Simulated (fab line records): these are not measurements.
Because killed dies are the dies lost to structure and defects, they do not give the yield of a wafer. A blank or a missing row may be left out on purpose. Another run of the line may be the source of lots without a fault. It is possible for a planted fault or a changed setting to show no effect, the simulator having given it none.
Split-lot experiment + flow n5Finfet + 21 wafers read from 7 lots, route of 1938 steps

ABOUT THE SPLIT
At N5_BEOL_M2_ALD_98 (deposits SiO2, target thk 2.5 nm, pulse time 1 s, co reactant pulse time 1 s), the setting aldCycles was moved away from the recipe's 17 on 8 of the 21 wafers read, by -17.6% to +17.6%. For the rest of the wafers, this setting stayed at what the recipe calls for.

The reading is taken at the split's own step.

THE READING
SiO2_of_BEOL_M2_ALD_98.thkNm (the simulator's own value, which no gauge read), in nm, at N5_BEOL_M2_ALD_98 (deposits SiO2, target thk 2.5 nm, pulse time 1 s, co reactant pulse time 1 s). No usual value for it is given in the file. Across the 13 wafers here that went through the recipe, the average is 2.5 nm and the standard deviation 0.092 nm.

| wafer  | tool, chamber at the split | aldCycles as run | against the recipe | SiO2_of_BEOL_M2_ALD_98.thkNm, nm | against lot-mates on the recipe |
|--------|----------------------------|------------------|--------------------|----------------------------------|---------------------------------|
| L077.4 | aldSin-01, 0               | 14               | -17.6%             | 2                                | -0.4                            |
| L077.6 | aldSin-01, 0               | 14               | -17.6%             | 2                                | -0.4                            |
| L077.5 | aldSin-01, 1               | 17               | recipe             | 2.4                              | -                               |
| L082.2 | aldSin-02, 1,1,0           | 17               | recipe             | 2.4                              | -                               |
| L082.5 | aldSin-02, 1,1,0           | 17               | recipe             | 2.4                              | -                               |
| L082.6 | aldSin-02, 1,1,0           | 17               | recipe             | 2.4                              | -                               |
| L085.3 | aldSin-01, 3,0             | 18               | +5.9%              | 2.6                              | +0.0                            |
| L085.4 | aldSin-01, 3,0             | 18               | +5.9%              | 2.6                              | +0.0                            |
| L085.5 | aldSin-01, 2               | 17               | recipe             | 2.6                              | -                               |
| L087.3 | aldSin-01, 0,3             | 17               | recipe             | 2.4                              | -                               |
| L087.4 | aldSin-01, 0,3             | 17               | recipe             | 2.4                              | -                               |
| L087.6 | aldSin-01, 2               | 20               | +17.6%             | 3                                | +0.6                            |
| L091.1 | aldSin-01, 0,1             | 17               | recipe             | 2.6                              | -                               |
| L091.2 | aldSin-01, 0,1             | 17               | recipe             | 2.6                              | -                               |
| L091.3 | aldSin-01, 3               | 18               | +5.9%              | 2.6                              | +0.0                            |
| L092.1 | aldSin-01, 0               | 17               | recipe             | 2.6                              | -                               |
| L092.3 | aldSin-01, 3,1             | 18               | +5.9%              | 2.6                              | +0.0                            |
| L092.5 | aldSin-01, 3,1             | 18               | +5.9%              | 2.6                              | +0.0                            |
| L095.1 | aldSin-03, 1,0,3           | 17               | recipe             | 2.4                              | -                               |
| L095.2 | aldSin-03, 1,0,3           | 17               | recipe             | 2.4                              | -                               |
| L095.5 | aldSin-03, 1,0,3           | 17               | recipe             | 2.4                              | -                               |
If several chambers appear in one row, that row covers several wafers at once and the file leaves open which wafer was in which chamber.

THE FIT
A straight line over all 21 wafers: SiO2_of_BEOL_M2_ALD_98.thkNm changes by +0.027 nm for each +1% of aldCycles; r = +0.93; the points scatter about the line by 0.079 nm.
The same after taking each lot's own level away (the mean of its wafers on the recipe; 21 wafers): +0.0225 nm for each +1%; r = +0.91; scatter 0.079 nm.
According to that fit, moving aldCycles by its largest amount changes the reading by 0.4 nm.
The span of the lots' own levels, 2.40 to 2.60 nm, comes to 2.2 times the standard deviation stated above.
So the slope is not independent of the lot-to-lot level: the two fits are not the same.
Check: for one of the wafers moved furthest among these (-17.6%), held out of the fit, the line's prediction against its lot-mates is -0.431 nm. It came out at -0.4 nm against them.

FURTHER SPLITS ON THESE WAFERS
Other splits were also applied to these wafers ahead of the reading. Each is held against what the fit with the lots' levels taken away leaves over:
| other split on the same wafers    | wafers away from the commonest value | r with SiO2_of_BEOL_M2_ALD_98.thkNm (lot level and that fit taken away) |
|-----------------------------------|--------------------------------------|-------------------------------------------------------------------------|
| N5_BEOL_M0_SAQP_COAT_105 spinRpm  | 8                                    | +0.25                                                                   |
| N5_BEOL_M0_ETCH_109 biasW         | 10                                   | +0.33                                                                   |
| N5_BEOL_M1_TRENCH_ETCH_37 sourceW | 7                                    | -0.40                                                                   |
| N5_BEOL_M2_COAT_67 spinRpm        | 8                                    | -0.02                                                                   |
| N5_BEOL_M2_COAT_22 spinRpm        | 9                                    | +0.29                                                                   |
| N5_BEOL_M2_ETCH_69 biasW          | 7                                    | +0.02                                                                   |

THE FILE'S OWN FIT
SiO2_of_BEOL_M2_ALD_98.thkNm changes by +0.0243 nm for each +1% of aldCycles, r = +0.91.
